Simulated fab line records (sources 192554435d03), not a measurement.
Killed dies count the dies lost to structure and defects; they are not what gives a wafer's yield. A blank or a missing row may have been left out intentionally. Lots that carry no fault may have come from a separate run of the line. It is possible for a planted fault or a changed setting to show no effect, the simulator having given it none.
Matching of chambers ; flow n5 finfet ; N5_BEOL_M14_STRIP_37 on rie diel-04: 4 sister chambers
The step strips in O2. 8 wafers are shown with their chamber, then 7 later ones without.

## WAFERS WITH THEIR CHAMBER
wafer;chamber;drypump motor current A (A);showerhead plenum p Torr (Torr)
L082.2;3;5.2;2.05
L085.4;3;5.2;2.04
L085.5;2;5.4;2.16
L087.4;0;5.9;2.12
L087.5;1;6.6;2.02
L087.6;0;5.9;2.12
L089.2;2;5.4;2.16
L089.3;1;6.7;2.02

## WAFERS MISSING THEIR CHAMBER
wafer;drypump motor current A (A);showerhead plenum p Torr (Torr)
L089.6;6.6;2.02
L093.1;6.6;2.02
L093.3;5.4;2.15
L093.4;5.2;2.04
L094.4;5.4;2.15
L094.5;5.4;2.15
L094.6;5.2;2.03

## THE CHAMBER EACH PASSED THROUGH
wafer;from the rows above;in truth
L089.6;1;1
L093.1;1;1
L093.3;2;2
L093.4;3;3
L094.4;2;2
L094.5;2;2
L094.6;3;3
7 of 7 placed correctly. Left unplaced by these rows: 0. Number placed wrongly: 0.
How it was worked out, from the rows above alone: a wafer's distance from a chamber is the root of the sum, over the readings, of the square of ((its reading less the chamber's mean) divided by the reading's scatter). The wafer belongs to the nearest chamber; if the next one is less than 2 further off, it can't be placed. Each chamber's mean is taken over the wafers shown for it. The scatter: take each reading less its chamber's mean, square it, sum over the shown wafers, divide by the number of wafers less the number of chambers, and take the root.
